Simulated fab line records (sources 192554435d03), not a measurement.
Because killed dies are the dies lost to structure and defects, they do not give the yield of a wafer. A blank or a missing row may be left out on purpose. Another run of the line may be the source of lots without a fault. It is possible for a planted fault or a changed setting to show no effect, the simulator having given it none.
fab line records ; flow n5-finfet
[record] lots = 9; wafers = 26; last-day = 18
route steps=1938 shown BEOL_M2@854 BEOL_M4@1111 PASSIVATION@1936
lots untouched by any fault: they come from a run of this same line in which no faults occurred
start-h: the number of hours between the record's first day and the start of the first shown wafer of the lot ; wait-h: hours elapsed since this lot's preceding step ; " identical to the entry in the row above ; L1.1+2: a single row standing in for several wafers ; - value missing, or start not given ; * or withheld: withheld ; < > ~ a bound
route shown NAME@n: names a module that has steps shown in the file, with the first one's number in the route ; usual: mean/standard deviation of fault-free wafers ; same: alike in all rows ; chamber/n: place in a boat ; sites: the reading at each site ; _std_site: the standard deviation of these ; _edge_site: mean of outer sites minus mean of inner sites ; radius-mm: how far each site lies from the wafer's centre ; mask NAME#n: copy n ; behind: the tool/chamber that last shaped the wafer ; hold: why the lot was held/for how many hours/how that ended ; device: the transistor (n, p or np) that didn't switch ; end of line: at the end of the route, the tests of the same wafers ; step lacking rows: just its recipe ; killed: dies that structure and defects cost at the first sort, which is not the same as the wafer's yield ; map: the dies of a wafer, with x for killed, . for not killed, _ for no die there
set.NAME: the setting the step ran with; set.NAME@STEP: the setting that earlier step ran with ; model.NAME: the simulator's own value behind a step, which no gauge read
steps of the route over a sample of lots; a table a step, a row a wafer
services: when a tool's chamber went out of use (start-h, in hours from the record's first day, below 0 if earlier), for how many hours, and the reason
[[steps]]
[step N5_BEOL_M2_CD_MEAS_11]
[recipe] target-cd-nm = 16.79; landing-energy-ev = 500; detector = se-inlens; polarity = opening
[usual] cd-nm = 16.82/0.24
lot.wafer;tool;chamber;start-h;wait-h;cd-nm
L941.4;cd-sem-01;0;131.05;-;16.91
L941.5;cd-sem-01;0;131.05;-;16.74
L941.6;cd-sem-01;0;131.05;-;15.82
L945.1;cd-sem-03;0;155.64;-;16.98
L945.3;cd-sem-03;0;155.64;-;16.85
L945.6;cd-sem-03;0;155.64;-;17.05
L947.1;cd-sem-01;0;177.42;-;16.63
L947.4;cd-sem-01;0;177.42;-;16.77
L947.5;cd-sem-01;0;177.42;-;16.53
L952.3;cd-sem-02;0;208.43;-;16.95
L952.4;cd-sem-02;0;208.43;-;16.77
L952.6;cd-sem-02;0;208.43;-;16.73
L954.2;cd-sem-01;0;216.29;-;16.75
L954.5;cd-sem-01;0;216.29;-;17.12
L954.6;cd-sem-01;0;216.29;-;17.26
L958.1;cd-sem-02;0;237.00;-;16.39
L958.3;cd-sem-02;0;237.00;-;16.61
L958.6;cd-sem-02;0;237.00;-;16.65
L960.1;cd-sem-02;0;237.86;-;17.13
L960.2;cd-sem-02;0;237.86;-;17.22
L960.5;cd-sem-02;0;237.86;-;16.70
L962.1;cd-sem-03;0;270.19;-;16.78
L962.3;cd-sem-03;0;270.19;-;17.08
L963.1;cd-sem-01;0;273.21;-;16.98
L963.2;cd-sem-01;0;273.21;-;16.66
L963.3;cd-sem-01;0;273.21;-;17.18
[step N5_BEOL_M2_ETCHBACK_99]
[recipe] chemistry = CHF3; target = SiO2; target-depth-a = 50; time-s = 10.4; source-w = 215; bias-w = 47; Ar_flow_sccm = 200; CHF3_flow_sccm = 12; ion-energy-ev = 100; pressure-mtorr = 30
[usual] drypump-motor-current-A = 5.8/0.35; oes-product-au = 0.79/0.097; rf-vpp-V = 241/5.7; showerhead-plenum-p-Torr = 2.16/0.077; throttle-valve-pct = 17.02/0.22
lot.wafer;tool;chamber;start-h;wait-h;drypump-motor-current-A;oes-product-au;rf-hours-counter-h;rf-vpp-V;showerhead-plenum-p-Torr;throttle-valve-pct
L941.4;rie-diel-03;0;138.08;5.8;5.8;0.70;199;247;2.23;16.77
L941.5;rie-diel-03;1;138.08;5.8;5.8;0.90;-;244;2.18;16.96
L941.6;rie-diel-03;0;138.08;5.8;5.8;0.70;-;247;2.23;16.77
L945.1;rie-diel-03;1;167.10;9.2;5.8;0.87;25;244;2.17;16.94
L945.3;rie-diel-03;2;167.10;9.2;5.9;0.68;232;233;2.04;17.06
L945.6;rie-diel-03;0;167.10;9.2;5.8;0.70;-;245;2.22;16.77
L947.1;rie-diel-04;1;179.98;1.3;6.1;0.86;61;241;2.18;16.86
L947.4;rie-diel-04;0;179.98;1.3;6.4;0.71;-;234;2.22;17.71
L947.5;rie-diel-04;2;179.98;1.3;5.5;0.73;-;250;2.05;17.02
L952.3;rie-diel-04;1;212.11;2.4;6.1;0.84;75;241;2.18;16.86
L952.4;rie-diel-04;2;212.11;2.4;5.5;0.71;-;248;2.05;17.03
L952.6;rie-diel-04;1;212.11;2.4;6.1;0.84;-;242;2.18;16.88
L954.2;rie-diel-03;2;218.61;1.1;5.9;0.67;252;233;2.04;17.08
L954.5;rie-diel-03;2;218.61;1.1;5.9;0.67;-;234;2.04;17.10
L954.6;rie-diel-03;0;218.61;1.1;5.8;0.69;-;246;2.22;16.82
L958.1;rie-diel-05;2;239.36;0.8;5.1;0.87;40;238;2.30;16.75
L958.3;rie-diel-05;3;239.36;0.8;5.7;0.69;237;244;2.11;17.07
L958.6;rie-diel-05;1;239.36;0.8;5.6;0.68;-;243;2.03;17.08
L960.1;rie-diel-04;2;242.55;3.5;5.5;0.71;208;248;2.04;17.07
L960.2;rie-diel-04;0;242.55;3.5;6.4;0.94;7;236;2.22;17.32
L960.5;rie-diel-04;2;242.55;3.5;5.5;0.70;-;248;2.04;17.09
L962.1;rie-diel-04;0;277.30;5.3;6.3;0.92;20;232;2.21;17.35
L962.3;rie-diel-04;3;277.30;5.3;5.7;0.89;26;244;2.18;16.87
L963.1;rie-diel-05;0;280.95;6.1;6.6;0.77;141;244;2.24;17.16
L963.2;rie-diel-05;2;280.95;6.1;5.1;0.85;54;239;2.29;16.79
L963.3;rie-diel-05;1;280.95;6.1;5.6;0.67;244;244;2.03;17.11
[step N5_BEOL_M2_ETCH_70]
[recipe] chemistry = N2/H2; target = SOC; target-depth-a = 800; overetch-a = 240; mask-material = SiARC; temp-c = 40; time-s = 130; ion-energy-ev = 200; pressure-mtorr = 30; source-w = 840; bias-w = 150; n2-flow-sccm = 200; h2-flow-sccm = 200
[usual] bias-w = 149.9/0.49; drypump-motor-current-A = 5.8/0.35; n2-flow-sccm = 200.1/0.61; oes-product-au = 0.59/0.068; rf-vpp-V = 524.0/2.7; showerhead-plenum-p-Torr = 2.55/0.093; temp-c = 40.00/0.11; throttle-valve-pct = 17.75/0.24
lot.wafer;tool;chamber;start-h;wait-h;bias-w;drypump-motor-current-A;n2-flow-sccm;oes-product-au;rf-hours-counter-h;rf-vpp-V;showerhead-plenum-p-Torr;temp-c;throttle-valve-pct
L941.4;rie-diel-03;0;138.12;0.0;149.4;5.8;201.5;0.52;199;526.7;2.62;39.98;17.38
L941.5;rie-diel-03;1;138.12;0.0;149.7;5.8;200.4;0.65;-;525.8;2.61;40.02;17.97
L941.6;rie-diel-03;0;138.12;0.0;150.2;5.8;201.1;0.52;-;526.2;2.62;39.93;17.37
L945.1;rie-diel-03;1;167.14;0.0;150.7;5.8;200.1;0.64;25;525.0;2.61;40.29;17.99
L945.3;rie-diel-03;2;167.14;0.0;150.4;5.9;199.8;0.51;232;519.8;2.39;40.19;17.59
L945.6;rie-diel-03;0;167.14;0.0;150.0;5.8;200.2;0.53;-;526.9;2.62;40.12;17.38
L947.1;rie-diel-04;1;180.02;0.0;149.8;6.1;200.3;0.63;61;524.2;2.59;40.08;17.62
L947.4;rie-diel-04;0;180.02;0.0;149.7;6.4;199.8;0.52;-;526.5;2.59;40.03;18.37
L947.5;rie-diel-04;2;180.02;0.0;149.0;5.5;200.0;0.53;-;518.8;2.43;40.07;17.84
L952.3;rie-diel-04;1;212.14;0.0;150.3;6.1;200.6;0.60;75;526.3;2.58;40.05;17.65
L952.4;rie-diel-04;2;212.14;0.0;150.6;5.5;200.4;0.52;-;521.0;2.43;39.92;17.86
L952.6;rie-diel-04;1;212.14;0.0;149.5;6.1;200.8;0.61;-;525.5;2.58;40.03;17.66
L954.2;rie-diel-03;2;218.65;0.0;172.0;5.9;199.2;0.50;252;566.7;2.39;40.05;17.64
L954.5;rie-diel-03;2;218.65;0.0;172.6;5.8;200.3;0.50;-;567.4;2.39;40.08;17.62
L954.6;rie-diel-03;0;218.65;0.0;149.4;5.8;200.0;0.52;-;526.6;2.61;40.18;17.43
L958.1;rie-diel-05;2;239.39;0.0;150.7;5.1;199.3;0.64;40;528.8;2.72;39.97;17.55
L958.3;rie-diel-05;3;239.39;0.0;150.0;5.7;199.7;0.50;237;523.1;2.50;39.90;17.76
L958.6;rie-diel-05;1;239.39;0.0;149.0;5.6;200.5;0.51;-;519.7;2.40;39.99;17.81
L960.1;rie-diel-04;2;242.58;0.0;150.6;5.5;200.2;0.52;208;518.5;2.42;40.00;17.89
L960.2;rie-diel-04;0;242.58;0.0;149.3;6.4;199.9;0.69;7;525.6;2.58;39.99;18.01
L960.5;rie-diel-04;2;242.58;0.0;150.9;5.5;200.8;0.52;-;521.8;2.42;40.18;17.89
L962.1;rie-diel-04;0;277.34;0.0;150.2;6.4;201.2;0.66;20;524.6;2.58;39.91;18.01
L962.3;rie-diel-04;3;277.34;0.0;150.2;5.7;200.0;0.65;26;525.8;2.59;39.73;17.59
L963.1;rie-diel-05;0;280.98;0.0;150.4;6.6;200.7;0.57;141;527.1;2.66;40.07;17.97
L963.2;rie-diel-05;2;280.98;0.0;149.4;5.1;200.8;0.62;54;526.7;2.71;40.10;17.58
L963.3;rie-diel-05;1;280.98;0.0;148.8;5.6;200.0;0.50;244;519.5;2.40;40.01;17.85
[step N5_BEOL_M2_OCD_MEAS_38]
[usual] trench-depth-nm = 55.3/0.96
lot.wafer;tool;chamber;start-h;wait-h;trench-depth-nm
L941.4;ocd-01;-;138.48;-;53.7
L941.5;ocd-01;-;138.48;-;55.8
L941.6;ocd-01;-;138.48;-;53.4
L945.1;ocd-01;-;167.50;-;55.3
L945.3;ocd-01;-;167.50;-;53.7
L945.6;ocd-01;-;167.50;-;54.3
L947.1;ocd-02;-;180.38;-;56.6
L947.4;ocd-02;-;180.38;-;55.2
L947.5;ocd-02;-;180.38;-;55.7
L952.3;ocd-02;-;212.50;-;55.7
L952.4;ocd-02;-;212.50;-;54.9
L952.6;ocd-02;-;212.50;-;56.3
L954.2;ocd-02;-;219.01;-;53.9
L954.5;ocd-02;-;219.01;-;53.8
L954.6;ocd-02;-;219.01;-;54.2
L958.1;ocd-01;-;239.75;-;55.7
L958.3;ocd-01;-;239.75;-;55.3
L958.6;ocd-01;-;239.75;-;54.2
L960.1;ocd-01;-;242.94;-;55.4
L960.2;ocd-01;-;242.94;-;56.0
L960.5;ocd-01;-;242.94;-;54.6
L962.1;ocd-02;-;277.70;-;56.0
L962.3;ocd-02;-;277.70;-;56.5
L963.1;ocd-01;-;281.34;-;55.0
L963.2;ocd-01;-;281.34;-;54.7
L963.3;ocd-01;-;281.34;-;55.0
[step N5_BEOL_M4_RC_MEAS_101]
[usual] DIBL_N = 36.5/1.8; DIBL_P = 36.5/2.1; IOFF_N = 0.17/0.031; IOFF_P = 0.22/0.036; ION_N = 677/11; ION_P = 463/8; SS_N = 71.6/0.61; SS_P = 73.3/0.63; VT_N = 249/3.1; VT_P = -250/3.3
lot.wafer;tool;chamber;start-h;wait-h;DIBL_N[mV/V];DIBL_P[mV/V];IOFF_N[nA/um];IOFF_P[nA/um];ION_N[uA/um];ION_P[uA/um];SS_N[mV/dec];SS_P[mV/dec];VT_N[mV];VT_P[mV]
L941.4;prober-02;0;166.55;0.5;33.8;32.6;0.12;0.15;655;446;71.0;72.9;253;-257
L941.5;prober-02;0;166.55;0.5;35.2;34.7;0.15;0.20;672;457;71.0;73.3;248;-250
L941.6;prober-02;0;166.55;0.5;33.9;32.7;0.13;0.16;659;447;70.7;71.9;253;-255
L945.1;prober-01;0;189.47;0.0;37.0;36.2;0.16;0.20;671;458;71.6;73.5;247;-251
L945.3;prober-01;0;189.47;0.0;38.6;39.5;0.19;0.25;691;474;71.3;74.3;247;-247
L945.6;prober-01;0;189.47;0.0;36.6;36.2;0.15;0.20;676;469;70.8;73.4;249;-248
L947.1;prober-02;0;212.25;0.0;35.0;35.6;0.13;0.19;667;465;70.8;73.1;249;-251
L947.4;prober-02;0;212.25;0.0;35.7;36.2;0.15;0.20;678;467;71.3;73.9;249;-253
L947.5;prober-02;0;212.25;0.0;33.9;34.9;0.13;0.18;675;463;70.9;72.5;251;-251
L952.3;prober-02;0;243.60;0.3;35.7;35.2;0.16;0.19;669;458;71.8;72.9;249;-252
L952.4;prober-02;0;243.60;0.3;35.7;35.7;0.16;0.20;676;461;71.6;73.1;248;-251
L952.6;prober-02;0;243.60;0.3;38.2;37.1;0.19;0.22;681;461;71.7;73.4;249;-252
L954.2;prober-02;0;247.60;0.2;38.1;37.8;0.17;0.20;675;452;72.2;73.4;251;-251
L954.5;prober-02;0;247.60;0.2;38.4;38.9;0.19;0.23;684;464;72.9;74.0;248;-251
L954.6;prober-02;0;247.60;0.2;34.5;34.7;0.12;0.16;672;462;71.4;73.6;252;-255
L958.1;prober-01;0;274.17;0.0;33.8;31.6;0.12;0.16;667;455;70.6;71.7;252;-252
L958.3;prober-01;0;274.17;0.0;37.1;35.1;0.19;0.22;681;460;71.2;73.0;245;-246
L958.6;prober-01;0;274.17;0.0;35.9;33.6;0.17;0.19;668;455;71.5;73.0;247;-251
L960.1;prober-02;0;274.38;0.0;37.5;38.0;0.20;0.29;688;475;72.0;73.8;246;-242
L960.2;prober-02;0;274.38;0.0;36.0;36.8;0.18;0.27;694;482;71.0;73.5;246;-243
L960.5;prober-02;0;274.38;0.0;36.7;37.7;0.19;0.30;692;478;71.7;73.9;248;-241
L962.1;prober-02;0;309.07;0.0;33.1;32.2;0.11;0.17;649;458;70.5;72.9;253;-252
L962.3;prober-02;0;309.07;0.0;36.2;36.9;0.17;0.22;664;463;72.0;72.4;251;-249
L963.1;prober-02;0;312.77;0.0;36.9;37.0;0.17;0.25;673;465;71.8;73.1;247;-246
L963.2;prober-02;0;312.77;0.0;38.9;39.9;0.21;0.29;687;476;72.7;73.8;247;-243
L963.3;prober-02;0;312.77;0.0;35.3;35.8;0.16;0.22;683;472;71.2;72.8;250;-248
[step N5_PASSIVATION_PROBE_49]
[usual] defect-limited-yield = 91.4/1.5; killed_at_M0_to_M3 = 35/11; killed_at_M4_up = 16/7; killed-at-contacts = 11/5.3; killed-at-front-end = 37/11; killed-at-other = 3.1/2.8; killed-dies = 102/18; killed-on-rim = 13/3.7; killed-open = 69/15; killed-short = 31/7.8; sort_bin_5_function = 5.1/1.1; sort_bin_6_memory = 3.2/0.69; sort-n-pass = 1078/18; sort-yield-pct = 91.4/1.5
[same] gross-dies = 1180; killed-at-back-side = 0; sort_bin_4_leakage[%] = 0; sort_bin_8_speed[%] = 0
lot.wafer;tool;chamber;start-h;wait-h;defect-limited-yield[%];killed_at_M0_to_M3;killed_at_M4_up;killed-at-contacts;killed-at-front-end;killed-at-other;killed-dies;killed-on-rim;killed-open;killed-short;sort_bin_5_function[%];sort_bin_6_memory[%];sort-n-pass;sort-yield-pct[%]
L941.4;prober-02;-;265.49;0.2;90.1;35;15;15;50;2;117;10;82;33;5.8;3.8;1063;90.1
L941.5;prober-02;-;265.54;0.2;90.5;22;20;17;53;0;112;15;77;33;5.2;4.0;1068;90.5
L941.6;prober-02;-;265.59;0.3;89.8;36;21;10;43;10;120;13;85;35;5.6;4.0;1060;89.8
L945.1;prober-01;-;301.03;0.0;88.0;64;26;16;28;8;142;26;102;39;6.8;4.7;1038;88.0
L945.3;prober-01;-;301.13;0.1;88.6;42;34;22;35;2;135;16;109;25;6.8;4.5;1045;88.6
L945.6;prober-01;-;301.28;0.3;91.1;33;18;13;38;3;105;14;72;32;5.8;2.9;1075;91.1
L952.3;prober-02;-;346.09;0.1;90.9;45;9;16;35;2;107;14;54;50;5.0;3.7;1073;90.9
L952.4;prober-02;-;346.14;0.2;92.3;37;21;8;24;1;91;10;65;26;4.2;3.2;1089;92.3
L952.6;prober-02;-;346.24;0.3;92.0;35;11;17;30;1;94;12;69;25;5.1;2.6;1086;92.0
L954.2;prober-02;-;350.84;0.1;89.4;46;29;13;35;2;125;16;83;42;5.9;4.4;1055;89.4
L954.5;prober-02;-;350.99;0.2;91.1;34;26;7;34;4;105;8;74;31;4.7;3.6;1075;91.1
L954.6;prober-02;-;351.04;0.3;91.0;53;16;6;31;0;106;14;77;29;4.9;3.8;1074;91.0
L958.1;prober-02;-;383.19;0.0;89.9;44;21;12;41;1;119;12;79;34;5.8;3.5;1061;89.9
L958.3;prober-02;-;383.29;0.1;91.7;38;10;9;41;0;98;18;67;29;5.3;2.7;1082;91.7
L958.6;prober-02;-;383.44;0.3;92.3;46;12;8;24;1;91;9;69;18;4.7;2.6;1089;92.3
L963.1;prober-02;-;407.53;0.2;90.7;49;6;10;44;1;110;17;86;24;5.1;3.6;1070;90.7
L963.2;prober-02;-;407.58;0.3;88.7;42;8;14;63;6;133;18;99;31;6.9;3.9;1047;88.7
L963.3;prober-02;-;407.63;0.3;90.7;56;8;17;27;2;110;14;67;38;5.6;3.0;1070;90.7
// killed by level:class
L941.4 FIN_SAQP:geometric-particle:open=14 FIN_SAQP:geometric-particle:short=14 MOL_CONTACT_COAG:geometric-particle:open=12 BEOL_M0_SAQP:geometric-particle:open=10 STI_FIN_REVEAL:geometric-particle:open=8 BEOL_M1:geometric-particle:open=7 BEOL_M0_SAQP:geometric-particle:short=5 BEOL_M0:geometric-particle:open=5
L941.5 MOL_CONTACT_COAG:geometric-particle:open=15 FIN_SAQP:geometric-particle:open=14 FIN_SAQP:geometric-particle:short=11 BEOL_M1:geometric-particle:open=8 STI_FIN_REVEAL:geometric-particle:open=7 BEOL_M4:geometric-particle:open=7 BEOL_M2:geometric-particle:open=6 BEOL_M5:geometric-particle:open=6
L941.6 FIN_SAQP:geometric-particle:open=17 MOL_CONTACT_COAG:geometric-particle:open=9 BEOL_M3:geometric-particle:open=8 BEOL_M4:geometric-particle:open=8 BEOL_M1:geometric-particle:open=7 DUMMY_GATE:geometric-particle:open=6 BEOL_M0_SAQP:geometric-particle:short=6 BEOL_M4:geometric-particle:short=6
L945.1 BEOL_M3:geometric-particle:open=18 BEOL_M4:geometric-particle:open=17 MOL_CONTACT_COAG:geometric-particle:open=13 BEOL_M0_SAQP:geometric-particle:open=12 BEOL_M1:geometric-particle:open=11 BEOL_M0_SAQP:geometric-particle:short=10 BEOL_M2:geometric-particle:open=7 FIN_SAQP:geometric-particle:short=5
L945.3 MOL_CONTACT_COAG:geometric-particle:open=20 BEOL_M4:geometric-particle:open=18 STI_FIN_REVEAL:geometric-particle:open=14 BEOL_M0_SAQP:geometric-particle:open=9 DUMMY_GATE:geometric-particle:open=9 BEOL_M3:geometric-particle:open=9 BEOL_M5:geometric-particle:open=8 BEOL_M2:geometric-particle:open=7
L945.6 MOL_CONTACT_COAG:geometric-particle:open=12 BEOL_M3:geometric-particle:open=12 BEOL_M4:geometric-particle:open=11 FIN_SAQP:geometric-particle:short=9 BEOL_M2:geometric-particle:open=7 STI_FIN_REVEAL:geometric-particle:open=6 BEOL_M0_SAQP:geometric-particle:short=5 STARTING-WAFER:geometric-particle:open=4
L952.3 MOL_CONTACT_COAG:geometric-particle:open=12 BEOL_M0_SAQP:geometric-particle:short=12 BEOL_M3:geometric-particle:short=10 FIN_SAQP:geometric-particle:open=8 BEOL_M3:geometric-particle:open=6 FIN_SAQP:geometric-particle:short=5 BEOL_M0_SAQP:geometric-particle:open=5 GATE_CUT:geometric-particle:short=4
L952.4 BEOL_M2:geometric-particle:open=13 BEOL_M4:geometric-particle:open=10 BEOL_M1:geometric-particle:open=7 BEOL_M0_SAQP:geometric-particle:open=6 MOL_CONTACT_COAG:geometric-particle:open=5 STI_FIN_REVEAL:geometric-particle:open=4 MOL_CONTACT_COAG:geometric-particle:short=3 BEOL_M0:geometric-particle:open=3
L952.6 MOL_CONTACT_COAG:geometric-particle:open=14 BEOL_M2:geometric-particle:open=13 FIN_SAQP:geometric-particle:open=7 BEOL_M0_SAQP:geometric-particle:open=6 BEOL_M0_SAQP:geometric-particle:short=5 BEOL_M4:geometric-particle:open=5 GATE_CUT:geometric-particle:short=4 GATE_CUT:geometric-particle:open=4
L954.2 BEOL_M4:geometric-particle:open=14 BEOL_M3:geometric-particle:open=13 MOL_CONTACT_COAG:geometric-particle:open=10 BEOL_M1:geometric-particle:open=9 GATE_CUT:geometric-particle:short=8 BEOL_M0_SAQP:geometric-particle:open=8 BEOL_M0_SAQP:geometric-particle:short=8 FIN_SAQP:geometric-particle:short=6
L954.5 BEOL_M1:geometric-particle:open=13 BEOL_M4:geometric-particle:open=12 STARTING-WAFER:geometric-particle:open=8 GATE_CUT:geometric-particle:short=7 MOL_CONTACT_COAG:geometric-particle:open=6 BEOL_M0_SAQP:geometric-particle:short=6 BEOL_M3:geometric-particle:open=6 FIN_SAQP:geometric-particle:short=4
L954.6 BEOL_M1:geometric-particle:open=16 BEOL_M2:geometric-particle:open=12 FIN_SAQP:geometric-particle:open=8 BEOL_M0_SAQP:geometric-particle:short=8 FIN_SAQP:geometric-particle:short=6 BEOL_M3:geometric-particle:open=6 BEOL_M4:geometric-particle:open=6 MOL_CONTACT_COAG:geometric-particle:open=5
L958.1 BEOL_M1:geometric-particle:open=15 BEOL_M2:geometric-particle:open=11 MOL_CONTACT_COAG:geometric-particle:open=10 DUMMY_GATE:geometric-particle:open=7 BEOL_M4:geometric-particle:open=7 STI_FIN_REVEAL:geometric-particle:open=6 FIN_SAQP:geometric-particle:short=4 GATE_CUT:geometric-particle:short=4
L958.3 BEOL_M1:geometric-particle:open=9 BEOL_M2:geometric-particle:open=9 MOL_CONTACT_COAG:geometric-particle:open=8 STI_FIN_REVEAL:geometric-particle:open=6 GATE_CUT:geometric-particle:short=5 BEOL_M0_SAQP:geometric-particle:short=5 BEOL_M3:geometric-particle:open=5 BEOL_M4:geometric-particle:open=5
L958.6 BEOL_M1:geometric-particle:open=13 BEOL_M2:geometric-particle:open=8 BEOL_M0_SAQP:geometric-particle:open=8 BEOL_M3:geometric-particle:open=8 MOL_CONTACT_COAG:geometric-particle:open=7 BEOL_M0_SAQP:geometric-particle:short=4 STI_FIN_REVEAL:geometric-particle:open=3 DUMMY_GATE:geometric-particle:open=3
L963.1 STI_FIN_REVEAL:geometric-particle:open=18 BEOL_M1:geometric-particle:open=13 BEOL_M0_SAQP:geometric-particle:open=9 FIN_SAQP:geometric-particle:open=8 MOL_CONTACT_COAG:geometric-particle:open=7 FIN_SAQP:geometric-particle:short=6 BEOL_M0_SAQP:geometric-particle:short=6 BEOL_M0:geometric-particle:open=6
L963.2 STI_FIN_REVEAL:geometric-particle:open=20 FIN_SAQP:geometric-particle:open=19 BEOL_M3:geometric-particle:open=12 BEOL_M2:geometric-particle:open=11 MOL_CONTACT_COAG:geometric-particle:open=9 BEOL_M0_SAQP:geometric-particle:open=6 STI_FIN_REVEAL:geometric-particle:short=5 MOL_CONTACT_COAG:geometric-particle:short=5
L963.3 MOL_CONTACT_COAG:geometric-particle:open=15 BEOL_M0_SAQP:geometric-particle:short=12 BEOL_M1:geometric-particle:open=12 BEOL_M0_SAQP:geometric-particle:open=10 BEOL_M2:geometric-particle:open=8 BEOL_M1:geometric-particle:short=6 HKMG_FIN:area-etch=5 BEOL_M3:geometric-particle:open=4
[[services]]
tool;chamber;start-h;hours;kind
rie-diel-03;-;118.04;2.8;pm
rie-diel-04;2;122.02;1.8;repair
rie-diel-05;0;166.50;3.8;repair
rie-diel-05;3;168.28;4.5;repair
rie-diel-04;3;176.86;-;clean
rie-diel-04;3;176.86;-;consumable-replace:focus-ring
rie-diel-04;3;176.86;19.3;scheduled-down
rie-diel-04;3;176.86;19.3;vent-cycle
rie-diel-03;3;197.84;8.7;repair
rie-diel-04;0;208.14;-;clean
rie-diel-04;0;208.14;-;consumable-replace:focus-ring
rie-diel-04;0;208.14;16.2;scheduled-down
rie-diel-04;0;208.14;16.2;vent-cycle
rie-diel-03;3;214.28;5.1;repair
rie-diel-03;2;219.44;-;clean
rie-diel-03;2;219.44;-;consumable-replace:focus-ring
rie-diel-03;2;219.44;-;consumable-replace:showerhead
rie-diel-03;2;219.44;15.1;scheduled-down
rie-diel-03;2;219.44;15.1;vent-cycle
rie-diel-03;3;248.74;6.3;repair
rie-diel-04;3;251.44;4.5;repair
rie-diel-05;3;256.33;3.1;repair
rie-diel-03;2;262.22;1.6;repair
rie-diel-04;1;270.31;3.5;repair
[[key]]
[first-sign] step = N5_BEOL_M2_ETCH_70; reading = bias-w; direction = up; sigmas = 46; usual = *; struck = *
[effect] step = N5_BEOL_M2_ETCH_70; reading = rf-vpp-V; direction = up; sigmas = 16; usual = 524.0; struck = 567.1
met-at N5_BEOL_M2_ETCH_70
struck-lots L954
struck-wafers L954.2,L954.5
not-acting-at N5_BEOL_M2_CD_MEAS_11,N5_BEOL_M2_ETCHBACK_99,N5_BEOL_M2_OCD_MEAS_38
onset-between 167.14 218.65
[fault] kind = process-parameter-drift; tool = rie-diel-03; chamber = 2; onset-h = 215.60; steps = N5_BEOL_M2_ETCH_70; channel = bias-w; offset = *; shape = step; end-h = 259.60; acts-in = *; stated = *
